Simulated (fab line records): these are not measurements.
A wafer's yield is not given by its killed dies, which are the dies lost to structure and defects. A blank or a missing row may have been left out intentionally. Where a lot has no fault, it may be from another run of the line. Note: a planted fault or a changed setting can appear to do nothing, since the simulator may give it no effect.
Struck lot and sound lot, side by side || flow n5 finfet || 37 steps out of a route of 1938
Sound: wafers L835.1, L835.4, L835.5. Wafers struck: L838.3, L838.4, L838.6. The cause is given at the end.
At each step with rows: each side's tool, then ch and its chambers, then its first start. Under that, the readings that differ: sound wafers || struck wafers || difference of the means || sigmas: that difference in standard deviations of wafers without a fault.
alike: same words and numbers on both sides, and readings whose means sit less than 2 such deviations apart. not compared: any withheld reading, any reading some wafer has no value for, any bound like >300 that may hide the same value, and any number with overlapping values for which the record gives no deviation.
The two part at a step that has a row with sigmas, a row that says differs or no value, or rows on one side only. Numbers that don't overlap but have no deviation are shown without sigmas and don't part them. A reading that every wafer of one side lacks parts them only if that side has two wafers or more.

first, 10 steps without rows for these wafers: N5_MOL_CONTACT_COAG_SIL_ANNEAL_21 (time 60 s); N5_MOL_CONTACT_COAG_PRE_CLEAN_141 (time 60 s); N5_MOL_CONTACT_COAG_SPUTTER_143 (material Co, target thk 2.5 nm); N5_MOL_CONTACT_COAG_CO_FILL_22 (material Co, precursor CCTBA/H2, target thk 20 nm); N5_MOL_CONTACT_COAG_ANNEAL_113 (time 300 s); N5_MOL_CONTACT_COAG_PRE_CLEAN_142 (time 60 s); N5_MOL_CONTACT_COAG_SPUTTER_130 (material Co, target thk 47.5 nm); N5_MOL_CONTACT_COAG_PRECLEAN_125 (cleans in DIW, time 57.5 s); N5_MOL_CONTACT_COAG_SRD_126 (dry time 32 s); N5_MOL_CONTACT_COAG_CMP_23 (polishes, stops on SiO2, t overpolish 1.5 s, target thk 0 nm).
N5_MOL_CONTACT_COAG_WET_ETCH_26: target Co, target depth 13 nm.
  sound on wet bench-03 ch 4,5,6, day 5 09:31; struck on wet bench-06 ch 2,3,7, day 6 01:10
then, 25 steps without rows for these wafers: N5_MOL_CONTACT_COAG_WET_ETCH_116 (etches the open film in SC1-inhibited, target depth 4.6 nm, rinse time 30 s); N5_MOL_CONTACT_COAG_ALD_27 (deposits SiOC, target thk 17 nm, pulse time 1.5 s, time 2720 s); N5_MOL_CONTACT_COAG_CMP_28 (polishes, stops on SiNx, t overpolish 0.85 s, target thk 14.522 nm); N5_MOL_CONTACT_COAG_ALD_123 (deposits SiNx, target thk 5 nm, pulse time 1 s, purge time 2 s); N5_MOL_CONTACT_COAG_PECVD_31 (deposits SiO2 from TEOS/O2, target thk 46 nm, time 8.9 s); N5_MOL_CONTACT_COAG_COAT_75 (time 60 s, resist thk 60 nm); N5_MOL_CONTACT_COAG_COAT_76 (time 60 s, resist thk 10 nm); N5_MOL_CONTACT_COAG_COAT_77 (time 60 s, resist thk 10 nm); N5_MOL_CONTACT_COAG_COAT_78 (resist thk 40 nm); N5_MOL_CONTACT_COAG_EBR_80; N5_MOL_CONTACT_COAG_SOFTBAKE_79 (time 60 s); N5_MOL_CONTACT_COAG_EXPOSE_81 (exposes mask VG, defocus 0 nm); N5_MOL_CONTACT_COAG_PEB_82 (peb time 60 s); N5_MOL_CONTACT_COAG_DEVELOP_83 (develop time 30 s); N5_MOL_CONTACT_COAG_DESCUM_88 (chemistry O2, time 7 s); N5_MOL_CONTACT_COAG_ETCH_89 (etches underlayer in N2/H2, target depth 13 nm, time 10.4 s); N5_MOL_CONTACT_COAG_ETCH_90 (etches SiARC in CF4, target depth 13 nm, time 21.7 s); N5_MOL_CONTACT_COAG_ALD_131 (deposits SiO2, target thk 5 nm, pulse time 1 s, co reactant pulse time 1 s); N5_MOL_CONTACT_COAG_ETCHBACK_132 (etches SiO2 in CHF3, target depth 10 nm, time 6.7 s); N5_MOL_CONTACT_COAG_ETCH_91 (etches SOC in N2/H2, target depth 60 nm, overetch 21 nm, time 101.2 s); N5_MOL_CONTACT_COAG_STRIP_92 (strips in N2/H2); N5_MOL_CONTACT_COAG_STRIP_93 (strips in N2/H2); N5_MOL_CONTACT_COAG_ETCHBACK_135 (etches SiO2 in CHF3, target depth 25 nm, time 16.7 s); N5_MOL_CONTACT_COAG_STRIP_118 (strips in CHF3); N5_MOL_CONTACT_COAG_VIA_ETCH_46 (etches SiO2 in C4F6/O2, target depth 46 nm, overetch 9.2 nm, time 40 s).
-- a jump in the record: the struck wafers' starts before and after are 7 days apart (it breaks off in module MOL_CONTACT_COAG and resumes in module PASSIVATION, where the first step shown is number 1936 of the route) --
N5_PASSIVATION_PROBE_49:
  the record has rows for the struck wafers here (prober-01, day 13 13:07) and none for the sound ones

WHERE THEY PART
Only at N5_PASSIVATION_PROBE_49, as far as this record shows.

WHY: the cause the simulator had injected
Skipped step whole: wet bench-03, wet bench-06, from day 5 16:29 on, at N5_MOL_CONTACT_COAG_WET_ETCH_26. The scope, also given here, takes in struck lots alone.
